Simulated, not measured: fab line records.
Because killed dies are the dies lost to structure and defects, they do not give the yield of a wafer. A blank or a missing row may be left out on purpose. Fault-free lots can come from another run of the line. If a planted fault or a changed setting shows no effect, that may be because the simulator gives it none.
What tool caused it?	flow n5-finfet	14 lots, 42 wafers sampled, at 5 steps of a route of 1938

== WHAT EACH GAUGE READ, for each wafer ==
N5_BEOL_M7_CD_MEAS_18: pitch 80 nm, target cd 40 nm. Usual: cd-nm reads 40.1 nm (standard deviation 0.63).
lot	measured	on	cd-nm (nm)	flag
L155	day 9 18:29	cd-sem-03	39.7 40.4 39.7	
L159	day 10 15:24	cd-sem-02	39.5 40.2 39.9	
L156	day 10 19:39	cd-sem-03	40.3 40.5 40.1	
L164	day 12 02:59	cd-sem-03	- - -	OFF
L165	day 12 13:16	cd-sem-02	- - -	OFF
L168	day 13 13:02	cd-sem-02	40.0 39.7 40.7	
L169	day 13 16:04	cd-sem-02	39.5 40.3 40.2	
L170	day 13 18:40	cd-sem-02	39.8 39.9 39.9	
L171	day 13 19:12	cd-sem-02	39.6 40.5 39.4	
L172	day 13 22:59	cd-sem-02	40.9 40.9 41.2	
L173	day 14 11:37	cd-sem-01	40.4 40.7 40.0	
L174	day 14 19:11	cd-sem-01	41.1 40.3 40.4	
L175	day 15 04:07	cd-sem-02	39.4 40.3 39.3	
L176	day 15 04:46	cd-sem-01	39.3 39.4 40.3	

N5_BEOL_M7_INSPECT_30: inspects for defects (brightfield). Usual: raw-defect-count reads 389 (standard deviation 94).
lot	measured	on	raw-defect-count	flag
L155	day 9 21:19	defect-inspect-02	472 356 363	
L159	day 10 18:28	defect-inspect-02	360 344 388	
L156	day 10 20:11	defect-inspect-02	301 526 424	
L168	day 13 13:25	defect-inspect-02	321 294 262	
L169	day 13 16:59	defect-inspect-01	277 249 359	
L170	day 13 21:08	defect-inspect-02	440 392 235	
L171	day 13 21:11	defect-inspect-02	262 279 367	
L172	day 14 01:05	defect-inspect-02	629 375 379	
L173	day 14 14:44	defect-inspect-02	334 346 781	
L174	day 14 20:17	defect-inspect-02	388 766 478	
L175	day 15 05:04	defect-inspect-01	506 448 586	
L176	day 15 05:14	defect-inspect-01	288 305 338	

== WHAT TOOL EACH LOT RAN ON (gives the tool, then ch and the chambers of the sampled wafers, and finally the start) ==
lot	N5_BEOL_M7_DESCUM_16	N5_BEOL_M7_ETCH_62	N5_BEOL_M7_HM_OPEN_17
L155	rie-diel-05 ch 0,1,2, day 9 17:52	rie-diel-05 ch 0,1,2, day 9 17:58	rie-metal-02 ch 1, day 9 18:08
L159	rie-diel-05 ch 1,3, day 10 14:50	rie-diel-05 ch 1,3, day 10 14:56	rie-metal-01 ch 1, day 10 15:11
L156	rie-diel-05 ch 0,1,3, day 10 19:02	rie-diel-05 ch 0,1,3, day 10 19:07	rie-metal-01 ch 1, day 10 19:23
L164	rie-diel-05 ch 0,1,2, day 12 02:32	rie-diel-05 ch 0,1,2, day 12 02:37	rie-metal-01 ch 0,1, day 12 02:48
L165	rie-diel-05 ch 1,3, day 12 12:49	rie-diel-05 ch 1,3, day 12 12:54	rie-metal-02 ch 0,1, day 12 13:05
L168	rie-diel-06 ch 0,2,3, day 13 12:28	rie-diel-06 ch 0,2,3, day 13 12:34	rie-metal-02 ch 0, day 13 12:46
L169	rie-diel-01 ch 0,3, day 13 15:31	rie-diel-01 ch 0,3, day 13 15:37	rie-metal-02 ch 0, day 13 15:48
L170	rie-diel-05 ch 0,2,3, day 13 17:58	rie-diel-05 ch 0,2,3, day 13 18:03	rie-metal-03 ch 1, day 13 18:16
L171	rie-diel-01 ch 0,1,3, day 13 18:38	rie-diel-01 ch 0,1,3, day 13 18:44	rie-metal-02 ch 0, day 13 18:57
L172	rie-diel-06 ch 0,3, day 13 22:31	rie-diel-06 ch 0,3, day 13 22:37	rie-metal-02 ch 0,1, day 13 22:48
L173	rie-diel-06 ch 0,1,3, day 14 11:09	rie-diel-06 ch 0,1,3, day 14 11:15	rie-metal-01 ch 0,1, day 14 11:26
L174	rie-diel-05 ch 0,1,2, day 14 18:42	rie-diel-05 ch 0,1,2, day 14 18:47	rie-metal-03 ch 0,1, day 14 18:59
L175	rie-diel-01 ch 2,3, day 15 03:31	rie-diel-01 ch 2,3, day 15 03:37	rie-metal-01 ch 0,1, day 15 03:48
L176	rie-diel-01 ch 0,1,3, day 15 04:07	rie-diel-01 ch 0,1,3, day 15 04:12	rie-metal-02 ch 0,1, day 15 04:23
- N5_BEOL_M7_DESCUM_16: chemistry O2, time 7.9 s.
- N5_BEOL_M7_ETCH_62: etches SOC in N2/H2, target depth 110 nm, overetch 22 nm, time 165 s.
- N5_BEOL_M7_HM_OPEN_17: chemistry Cl2/BCl3, target TiN, target depth 20 nm, overetch 6 nm.

== WHAT THE TOOLS THEMSELVES READ (means of the sampled wafers that have a number; where no wafer has one, the mark that the record gives instead) ==
N5_BEOL_M7_DESCUM_16. Usual: bias-power-w 20.00 W, standard deviation 0.06; drypump-motor-current-A 5.9 A, standard deviation 0.36; o2-flow-sccm 224.8 sccm, standard deviation 0.67; oes-product-au 0.76 a.u., standard deviation 0.08; rf-fwd-power-W 49.29 W, standard deviation 0.24; rf-vpp-V 243.3 V, standard deviation 1.5; showerhead-plenum-p-Torr 2.10 Torr, standard deviation 0.085; throttle-valve-pct 20.44 %, standard deviation 0.22.
lot	tool	bias-power-w (W)	drypump-motor-current-A (A)	o2-flow-sccm (sccm)	oes-product-au (a.u.)	rf-fwd-power-W (W)	rf-vpp-V (V)	showerhead-plenum-p-Torr (Torr)	throttle-valve-pct (%)	flag
L155	rie-diel-05	19.98	5.7	224.2	0.71	49.32	242.4	2.05	20.47	
L159	rie-diel-05	19.88	5.9	224.4	0.71	49.05	242.7	2.10	20.41	
L156	rie-diel-05	20.04	5.8	225.0	0.72	49.13	242.8	2.04	20.43	
L164	rie-diel-05	19.99	5.7	224.8	0.79	49.35	242.2	2.04	20.36	
L165	rie-diel-05	19.97	5.9	225.7	0.70	49.11	243.3	2.09	20.43	
L168	rie-diel-06	20.05	5.8	225.2	0.80	49.35	243.7	2.14	20.56	
L169	rie-diel-01	20.05	5.6	224.8	0.73	49.08	244.8	2.17	20.46	
L170	rie-diel-05	19.98	5.6	224.6	0.78	49.38	243.3	2.10	20.56	
L171	rie-diel-01	20.07	5.8	224.4	0.74	49.35	245.0	2.18	20.38	
L172	rie-diel-06	20.02	5.8	225.1	0.82	49.39	244.1	2.15	20.54	
L173	rie-diel-06	20.00	5.7	225.3	0.82	49.44	243.8	2.15	20.51	
L174	rie-diel-05	20.03	5.7	224.5	0.86	49.25	242.9	2.12	20.28	
L175	rie-diel-01	20.06	6.1	225.1	0.69	49.36	242.6	2.03	20.33	
L176	rie-diel-01	19.97	5.8	224.5	0.74	49.44	244.6	2.17	20.40	

N5_BEOL_M7_ETCH_62. Usual: bias-w is 150.0 W with standard deviation 0.44, drypump-motor-current-A is 5.9 A with standard deviation 0.35, oes-product-au is 0.64 a.u. with standard deviation 0.062, rf-fwd-power-W is 836.9 W with standard deviation 2.6, rf-vpp-V is 523.9 V with standard deviation 2.8, showerhead-plenum-p-Torr is 2.55 Torr with standard deviation 0.097, and throttle-valve-pct is 17.84 % with standard deviation 0.23.
lot	tool	bias-w (W)	drypump-motor-current-A (A)	oes-product-au (a.u.)	rf-fwd-power-W (W)	rf-vpp-V (V)	showerhead-plenum-p-Torr (Torr)	throttle-valve-pct (%)	flag
L155	rie-diel-05	149.9	5.7	0.59	836.6	522.9	2.48	17.88	
L159	rie-diel-05	149.9	5.9	0.60	834.8	523.7	2.56	17.87	
L156	rie-diel-05	150.1	5.8	0.61	836.8	522.2	2.49	17.89	
L164	rie-diel-05	150.1	5.8	0.67	837.2	522.5	2.48	17.76	
L165	rie-diel-05	149.9	5.9	0.59	836.5	524.0	2.55	17.89	
L168	rie-diel-06	149.8	5.9	0.68	836.2	525.0	2.58	17.87	
L169	rie-diel-01	150.1	5.7	0.62	838.0	526.2	2.64	17.91	
L170	rie-diel-05	149.8	5.6	0.66	836.3	523.7	2.54	17.95	
L171	rie-diel-01	149.7	5.8	0.63	835.5	526.0	2.64	17.74	
L172	rie-diel-06	150.3	5.8	0.68	836.5	524.6	2.61	17.97	
L173	rie-diel-06	149.8	5.7	0.69	839.0	526.3	2.61	17.92	
L174	rie-diel-05	150.0	5.7	0.72	837.5	525.9	2.58	17.66	
L175	rie-diel-01	150.4	6.2	0.59	837.3	521.7	2.48	17.80	
L176	rie-diel-01	149.5	5.8	0.62	836.5	525.7	2.63	17.76	

N5_BEOL_M7_HM_OPEN_17. Usual: bcl3-flow-sccm 21.76 sccm, standard deviation 0.07; bias-w 126.0 W, standard deviation 0.38; drypump-motor-current-A 5.9 A, standard deviation 0.44; oes-product-au 0.66 a.u., standard deviation 0.095; rf-fwd-power-W 991 W, standard deviation 3.5; throttle-valve-pct 22.17 %, standard deviation 0.26.
lot	tool	bcl3-flow-sccm (sccm)	bias-w (W)	drypump-motor-current-A (A)	oes-product-au (a.u.)	rf-fwd-power-W (W)	throttle-valve-pct (%)	flag
L155	rie-metal-02	21.86	125.5	6.4	0.53	989	21.93	
L159	rie-metal-01	21.75	125.7	5.4	0.60	989	22.00	
L156	rie-metal-01	21.70	126.3	5.4	0.59	985	21.99	
L164	rie-metal-01	-	-	-	-	-	-	OFF
L165	rie-metal-02	-	-	-	-	-	-	OFF
L168	rie-metal-02	21.74	126.1	6.3	0.72	988	22.23	
L169	rie-metal-02	21.79	126.0	6.3	0.72	989	22.24	
L170	rie-metal-03	21.84	126.0	5.5	0.64	995	22.68	
L171	rie-metal-02	21.75	126.1	6.3	0.72	990	22.24	
L172	rie-metal-02	21.67	126.4	6.4	0.81	991	21.89	
L173	rie-metal-01	21.72	126.2	5.5	0.71	988	21.94	
L174	rie-metal-03	21.71	126.4	5.5	0.77	992	22.28	
L175	rie-metal-01	21.74	125.9	5.5	0.71	985	21.96	
L176	rie-metal-02	21.71	126.0	6.4	0.75	992	22.07	

== THE ANSWER, worked out from the rows above alone ==
Rule: a lot is off if the mean of its wafers that have a number lies more than 3 standard deviations from the usual mean. Also off: a lot with no number at a reading for which 4 or more lots have one. Where the step has rows for the other lots, those lots are counted as sound. Order of review: gauges by route order, followed by the tools' own readings, for which a lot's mean as printed above is used. At the first step where some lot is off, the reading lying furthest off is the one used; lots without a number count as furthest.
Off at N5_BEOL_M7_CD_MEAS_18 (cd-nm): L164, L165. Without a number there: L164, L165.
A tool fits if, at a process step before that reading, it ran every lot that is off, and no sound lot after the first of them. Not tried: the gauges at N5_BEOL_M7_CD_MEAS_18; whatever is off there is also off at N5_BEOL_M7_HM_OPEN_17, on other tools, and gauge error can't account for it. None of those tried fits.

== WHAT WAS PUT IN BY THE SIMULATOR ==
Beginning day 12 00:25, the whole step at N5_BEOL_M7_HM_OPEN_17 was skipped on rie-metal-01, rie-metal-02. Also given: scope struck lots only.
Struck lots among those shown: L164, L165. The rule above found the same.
